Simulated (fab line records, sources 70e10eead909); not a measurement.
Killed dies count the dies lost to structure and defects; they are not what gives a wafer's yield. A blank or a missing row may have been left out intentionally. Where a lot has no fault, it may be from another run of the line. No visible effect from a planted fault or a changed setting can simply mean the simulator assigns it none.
Chamber matching | flow nand_harc | NHARC_A_BLC_STRIP_29 on rie_diel-05: 4 sister chambers
The step strips in CF4. 24 wafers are shown with their chamber, then 12 later ones without.

== WAFERS PAIRED WITH THEIR CHAMBERS ==
wafer  | chamber | showerhead_plenum_p_Torr (Torr) | drypump_motor_current_A (A) | oes_product_au (a.u.)
L074.1 | 3       | 1.71                            | 6.2                         | 0.994
L074.2 | 1       | 1.85                            | 6.3                         | 0.995
L074.6 | 3       | 1.71                            | 6.2                         | 0.981
L077.3 | 1       | 1.85                            | 6.3                         | 0.988
L077.4 | 3       | 1.71                            | 6.2                         | 0.979
L077.5 | 3       | 1.71                            | 6.2                         | 0.982
L076.1 | 3       | 1.71                            | 6.2                         | 0.988
L076.4 | 1       | 1.85                            | 6.4                         | 0.984
L076.5 | 0       | 1.77                            | 6.4                         | 0.980
L083.2 | 1       | 1.84                            | 6.3                         | 0.993
L083.5 | 3       | 1.71                            | 6.2                         | 0.988
L083.6 | 0       | 1.77                            | 6.4                         | 0.977
L082.1 | 0       | 1.77                            | 6.4                         | 0.984
L082.3 | 2       | 1.83                            | 5.5                         | 1.008
L082.5 | 3       | 1.71                            | 6.2                         | 0.995
L087.1 | 3       | 1.71                            | 6.2                         | 0.995
L087.3 | 0       | 1.77                            | 6.4                         | 0.981
L087.5 | 2       | 1.83                            | 5.5                         | 1.009
L086.1 | 0       | 1.77                            | 6.4                         | 0.982
L086.2 | 3       | 1.71                            | 6.2                         | 0.976
L086.4 | 2       | 1.83                            | 5.5                         | 1.011
L088.2 | 2       | 1.83                            | 5.5                         | 1.008
L088.4 | 3       | 1.71                            | 6.2                         | 0.983
L088.6 | 0       | 1.77                            | 6.4                         | 0.979

SIGNATURES (means of the wafers above)
reading                  | chamber 0 | chamber 1 | chamber 2 | chamber 3 | scatter within a chamber
showerhead_plenum_p_Torr | 1.7700    | 1.8475    | 1.8300    | 1.7100    | 0.00194
drypump_motor_current_A  | 6.400     | 6.325     | 5.500     | 6.200     | 0.0194
oes_product_au           | 0.98050   | 0.99000   | 1.00900   | 0.98610   | 0.00521
Rule: distance of a wafer from a chamber = root of the sum over the readings of ((wafer's reading minus chamber's mean) / reading's scatter) squared. The wafer belongs to the nearest chamber; if the next one is less than 2 further off, it can't be placed. The scatter: take each reading less its chamber's mean, square it, sum over the shown wafers, divide by the number of wafers less the number of chambers, and take the root.

== WAFERS MISSING THEIR CHAMBER ==
wafer  | showerhead_plenum_p_Torr (Torr) | drypump_motor_current_A (A) | oes_product_au (a.u.)
L091.1 | 1.84                            | 6.3                         | 0.993
L091.3 | 1.71                            | 6.2                         | 0.984
L091.6 | 1.83                            | 5.5                         | 1.003
L093.1 | 1.83                            | 5.4                         | 0.999
L093.2 | 1.84                            | 6.4                         | 1.000
L093.3 | 1.77                            | 6.4                         | 0.998
L092.1 | 1.77                            | 6.4                         | 0.988
L092.3 | 1.84                            | 6.4                         | 0.989
L092.5 | 1.71                            | 6.2                         | 0.978
L097.1 | 1.71                            | 6.2                         | 0.981
L097.2 | 1.77                            | 6.4                         | 0.983
L097.6 | 1.83                            | 5.4                         | 1.013

== WHICH CHAMBER EACH WENT THROUGH ==
wafer  | from the rows above | in truth
L091.1 | 1                   | 1
L091.3 | 3                   | 3
L091.6 | 2                   | 2
L093.1 | 2                   | 2
L093.2 | 1                   | 1
L093.3 | 0                   | 0
L092.1 | 0                   | 0
L092.3 | 1                   | 1
L092.5 | 3                   | 3
L097.1 | 3                   | 3
L097.2 | 0                   | 0
L097.6 | 2                   | 2
Placed correctly: 12 of 12. Can't be placed from these rows: 0. Wrongly placed: 0.
